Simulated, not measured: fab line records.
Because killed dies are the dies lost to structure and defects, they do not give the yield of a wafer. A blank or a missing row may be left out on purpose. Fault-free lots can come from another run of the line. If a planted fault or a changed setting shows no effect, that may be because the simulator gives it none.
Which tool did it? | flow n5-finfet | 28 wafers from 10 lots sampled at 5 of the route's 1938 steps

WHAT THE GAUGES READ, wafer by wafer
N5_MOL_CONTACT_COAG_OVL_MEAS_85. Usual: VG_OVL gives -0.2 nm (standard deviation 0.82).
lot  | measured     | on         | VG_OVL (nm)    | flag
L554 | day 5 04:53  | overlay-01 | 0.3 -0.8 0.5   |
L555 | day 5 07:36  | overlay-02 | -0.1 0.1 -0.1  |
L556 | day 5 15:20  | overlay-02 | -1.2 -1.5 -2.8 |
L558 | day 6 01:19  | overlay-02 | -0.7 -1.0 -1.1 |
L560 | day 6 10:37  | overlay-02 | -0.8 -0.4 -0.4 |
L565 | day 7 23:31  | overlay-02 | -0.4 -1.8      |
L567 | day 8 07:22  | overlay-02 | -2.2 -0.5      |
L572 | day 9 13:17  | overlay-02 | -0.4 -1.5 -0.5 |
L574 | day 10 00:52 | overlay-01 | 0.6 -0.1 0.3   |
L577 | day 10 19:50 | overlay-01 | 0.4 0.3 1.0    |

N5_BEOL_M4_RC_MEAS_101. Usual: DIBL_N 36.5 mV/V, standard deviation 1.4; DIBL_P 36.9 mV/V, standard deviation 1.7; IOFF_N 0.163 nA/um, standard deviation 0.023; IOFF_P 0.22 nA/um, standard deviation 0.032; ION_N 673 uA/um, standard deviation 9; ION_P 462 uA/um, standard deviation 7.5; SS_N 71.6 mV/dec, standard deviation 0.54; SS_P 73.4 mV/dec, standard deviation 0.62; VT_N 249.8 mV, standard deviation 2.8; VT_P -250 mV, standard deviation 3.5.
lot  | measured     | on        | DIBL_N (mV/V)  | DIBL_P (mV/V)  | IOFF_N (nA/um)    | IOFF_P (nA/um) | ION_N (uA/um) | ION_P (uA/um) | SS_N (mV/dec)  | SS_P (mV/dec)  | VT_N (mV)         | VT_P (mV)      | flag
L554 | day 7 20:49  | prober-02 | 35.6 36.6 35.5 | 35.4 36.4 35.4 | 0.143 0.167 0.149 | 0.19 0.20 0.19 | 663 665 674   | 459 450 461   | 71.8 72.1 71.7 | 73.3 73.2 72.7 | 252.3 249.5 251.7 | -255 -253 -255 |
L555 | day 7 23:18  | prober-01 | 35.0 37.3 36.1 | 35.9 38.7 37.2 | 0.143 0.184 0.163 | 0.21 0.26 0.23 | 657 680 663   | 457 468 460   | 71.2 71.9 72.0 | 73.6 74.2 73.8 | 253.3 247.2 250.5 | -248 -245 -249 |
L556 | day 8 14:34  | prober-02 | 36.8 37.5 38.1 | 36.5 36.5 37.9 | 0.161 0.173 0.186 | 0.26 0.25 0.29 | 684 680 689   | 479 475 482   | 71.6 72.0 71.9 | 73.5 73.7 73.7 | 249.2 247.9 245.9 | -243 -248 -244 |
L558 | day 8 20:10  | prober-01 | 37.6 37.0 36.0 | 36.9 35.2 35.0 | 0.182 0.159 0.147 | 0.29 0.25 0.25 | 679 663 675   | 470 466 472   | 71.9 72.1 71.5 | 72.8 73.0 72.7 | 247.3 249.2 251.0 | -242 -245 -243 |
L560 | day 9 05:38  | prober-01 | 35.7 37.9 37.6 | 35.3 38.6 37.6 | 0.135 0.182 0.172 | 0.19 0.24 0.22 | 663 680 689   | 459 464 470   | 71.3 71.5 71.0 | 73.8 74.6 74.1 | 253.6 247.2 249.3 | -253 -248 -251 |
L567 | day 11 11:25 | prober-02 | 38.2           | 36.8           | 0.174             | 0.20           | 683           | 454           | 71.9           | 73.5           | 248.8             | -253           |
L572 | day 12 16:38 | prober-01 | 37.0 38.6 38.9 | 38.6 40.0 39.9 | 0.158 0.175 0.186 | 0.21 0.22 0.23 | 673 676 676   | 466 457 459   | 71.4 72.2 72.4 | 73.5 73.9 74.1 | 249.6 251.9 250.7 | -250 -253 -251 |
L574 | day 12 18:17 | prober-02 | 37.8 35.1 34.4 | 39.6 36.1 35.9 | 0.191 0.142 0.128 | 0.22 0.17 0.17 | 679 671 656   | 457 448 454   | 71.9 71.0 70.8 | 74.2 73.7 73.8 | 247.5 251.1 255.7 | -252 -258 -254 |
L577 | day 13 15:49 | prober-02 | 37.3 38.3 37.7 | 36.0 37.0 35.6 | 0.184 0.213 0.183 | 0.25 0.29 0.25 | 675 673 673   | 464 460 462   | 71.8 71.7 72.7 | 73.7 74.9 74.1 | 246.7 245.4 249.9 | -246 -246 -247 |

WHICH TOOL RAN EACH LOT (tool, then ch and the chambers of the sampled wafers, then the start)
lot  | N5_MOL_CONTACT_COAG_SPUTTER_143 | N5_MOL_CONTACT_COAG_ANNEAL_113   | N5_MOL_CONTACT_COAG_ALD_131
L554 | pvd-sputter-03, day 4 20:32     | rtp-anneal-02 ch 0, day 4 21:18  | ald-sin-02 ch 0,2,3, day 5 05:10
L555 | pvd-sputter-02, day 5 00:06     | rtp-anneal-02 ch 0, day 5 00:59  | ald-sin-02 ch 0,1,3, day 5 07:49
L556 | pvd-sputter-01, day 5 08:48     | rtp-anneal-02 ch 0, day 5 09:49  | ald-sin-03 ch 0,2, day 5 15:33
L558 | pvd-sputter-01, day 5 18:06     | rtp-anneal-01 ch 0, day 5 19:06  | ald-sin-04 ch 1,2, day 6 01:33
L560 | pvd-sputter-03, day 6 03:29     | rtp-anneal-02 ch 0, day 6 04:26  | ald-sin-02 ch 0,2,3, day 6 10:57
L565 | pvd-sputter-02, day 7 16:40     | rtp-anneal-01 ch 0, day 7 17:56  | ald-sin-02 ch 2,3, day 7 23:44
L567 | pvd-sputter-02, day 7 23:50     | rtp-anneal-02 ch 0, day 8 00:58  | ald-sin-02 ch 0,2, day 8 07:40
L572 | pvd-sputter-01, day 9 05:31     | rtp-anneal-02 ch 0, day 9 06:28  | ald-sin-03 ch 0,2,3, day 9 13:41
L574 | pvd-sputter-03, day 9 17:33     | rtp-anneal-02 ch 0, day 9 18:34  | ald-sin-03 ch 0,1,3, day 10 01:11
L577 | pvd-sputter-02, day 10 11:36    | rtp-anneal-02 ch 0, day 10 12:38 | ald-sin-04 ch 1,2,3, day 10 20:19
- N5_MOL_CONTACT_COAG_SPUTTER_143: material Co, target thk 2.5 nm.
- N5_MOL_CONTACT_COAG_ANNEAL_113: time 300 s.
- N5_MOL_CONTACT_COAG_ALD_131: deposits SiO2, target thk 5 nm, pulse time 1 s, co reactant pulse time 1 s.

WHAT THE TOOLS THEMSELVES READ (means of the sampled wafers that have a number; where no wafer has one, the mark that the record gives instead)
N5_MOL_CONTACT_COAG_SPUTTER_143. Usual: substrate-temp-c 25.00 C, standard deviation 0.11; throttle-valve-pct 29.7 %, standard deviation 1.1.
lot  | tool           | substrate-temp-c (C) | throttle-valve-pct (%) | flag
L554 | pvd-sputter-03 | 24.96                | 29.5                   |
L555 | pvd-sputter-02 | 24.97                | 28.8                   |
L556 | pvd-sputter-01 | 25.09                | 30.6                   |
L558 | pvd-sputter-01 | 25.00                | 29.0                   |
L560 | pvd-sputter-03 | 25.01                | 29.8                   |
L565 | pvd-sputter-02 | 24.98                | 30.0                   |
L567 | pvd-sputter-02 | 25.07                | 30.6                   |
L572 | pvd-sputter-01 | 25.09                | 29.5                   |
L574 | pvd-sputter-03 | 25.00                | 30.2                   |
L577 | pvd-sputter-02 | 25.03                | 29.8                   |

N5_MOL_CONTACT_COAG_ANNEAL_113. Usual: lamp-power-pct 2.79 %, standard deviation 0.22; wafer_temp_C_max 401.5, standard deviation 0.48.
lot  | tool          | lamp-power-pct (%) | wafer_temp_C_max | flag
L554 | rtp-anneal-02 | 2.98               | 401.6            |
L555 | rtp-anneal-02 | 2.98               | 402.0            |
L556 | rtp-anneal-02 | 2.98               | 401.8            |
L558 | rtp-anneal-01 | 2.53               | 400.5            |
L560 | rtp-anneal-02 | 2.98               | 401.4            |
L565 | rtp-anneal-01 | 2.52               | 400.9            |
L567 | rtp-anneal-02 | 2.98               | 401.3            |
L572 | rtp-anneal-02 | 2.98               | 401.8            |
L574 | rtp-anneal-02 | 2.98               | 401.8            |
L577 | rtp-anneal-02 | 2.98               | 401.6            |

N5_MOL_CONTACT_COAG_ALD_131. Usual: heater-power-w 80 W, standard deviation 7.9; precursor-pulse-height-rel 1.001, standard deviation 0.021.
lot  | tool       | heater-power-w (W) | precursor-pulse-height-rel | flag
L554 | ald-sin-02 | 82                 | 0.993                      |
L555 | ald-sin-02 | 79                 | 1.000                      |
L556 | ald-sin-03 | 78                 | 0.995                      |
L558 | ald-sin-04 | 84                 | 1.020                      |
L560 | ald-sin-02 | 83                 | 0.999                      |
L565 | ald-sin-02 | 86                 | 1.008                      |
L567 | ald-sin-02 | 77                 | 1.010                      |
L572 | ald-sin-03 | 80                 | 1.017                      |
L574 | ald-sin-03 | 85                 | 1.008                      |
L577 | ald-sin-04 | 76                 | 0.999                      |

THE ANSWER, worked out from the rows above alone
Rule: lot off if the mean of its wafers having a number is beyond 3 standard deviations from the usual mean. Also off: a lot with no number at a reading for which 4 or more lots have one. All remaining lots with rows at the step are treated as sound. First the gauges in route order, then the tools' own readings, where a lot's mean is used as printed above. The first step at which some lot is off is used, and at that step the reading that is off furthest; a lot without a number counts as furthest.
Nothing can be told from this: no lot is off at any reading shown.

WHAT THE SIMULATOR HAD INSERTED
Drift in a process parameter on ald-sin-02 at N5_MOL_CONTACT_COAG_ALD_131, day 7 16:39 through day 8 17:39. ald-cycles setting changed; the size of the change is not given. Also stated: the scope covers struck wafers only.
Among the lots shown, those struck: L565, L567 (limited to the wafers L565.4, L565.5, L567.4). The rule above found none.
